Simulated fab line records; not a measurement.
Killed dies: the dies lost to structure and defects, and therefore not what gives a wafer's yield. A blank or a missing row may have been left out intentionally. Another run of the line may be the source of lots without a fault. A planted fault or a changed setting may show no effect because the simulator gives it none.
Which of the tools did it? | flow n5Finfet | 12 lots (36 wafers sampled), 1 step of a 1938-step route

## WHAT THE GAUGES READ, wafer by wafer
N5_START_INSPECT_01: inspects for defects (unpatterned scan).
lot  | measured    | on               | rawDefectCount
L075 | day 1 18:02 | defectInspect-02 | 8 6 6
L077 | day 2 06:02 | defectInspect-01 | 4 2 8
L079 | day 2 18:02 | defectInspect-01 | 5 4 14
L081 | day 3 06:02 | defectInspect-02 | 2 6 6
L083 | day 3 18:02 | defectInspect-01 | 8 9 6
L085 | day 4 06:02 | defectInspect-01 | 7 3 5
L087 | day 4 18:02 | defectInspect-02 | 9 9 8
L089 | day 5 06:02 | defectInspect-02 | 5 2 4
L091 | day 5 18:02 | defectInspect-01 | 4 7 5
L093 | day 6 06:02 | defectInspect-01 | 5 4 6
L095 | day 6 18:02 | defectInspect-02 | 9 10 9
L097 | day 7 06:02 | defectInspect-02 | 3 12 1

## EACH LOT AND THE TOOL THAT RAN IT (in order: tool; ch and the chambers of the sampled wafers; start)
Record: no process step prior to these readings.

## THE ANSWER, worked out from the rows above alone
Rule: the lots themselves supply what counts as usual. Put in order of their means at a reading, lots are off if they are a third of the lots or fewer, leave a main group of 4 or more, and stand apart from it by a gap of 3 or more times the standard deviation of the main group's means; of several such gaps the widest counts. A main group is skipped when, at the precision printed for the reading in the tables above, its means are all equal. A lot without any number at a reading at which 4 lots or more have one is off too. Any other lot the step has rows for is counted as sound.
None of the lots is off at any reading shown; this tells nothing.

## WHAT WAS PUT IN BY THE SIMULATOR
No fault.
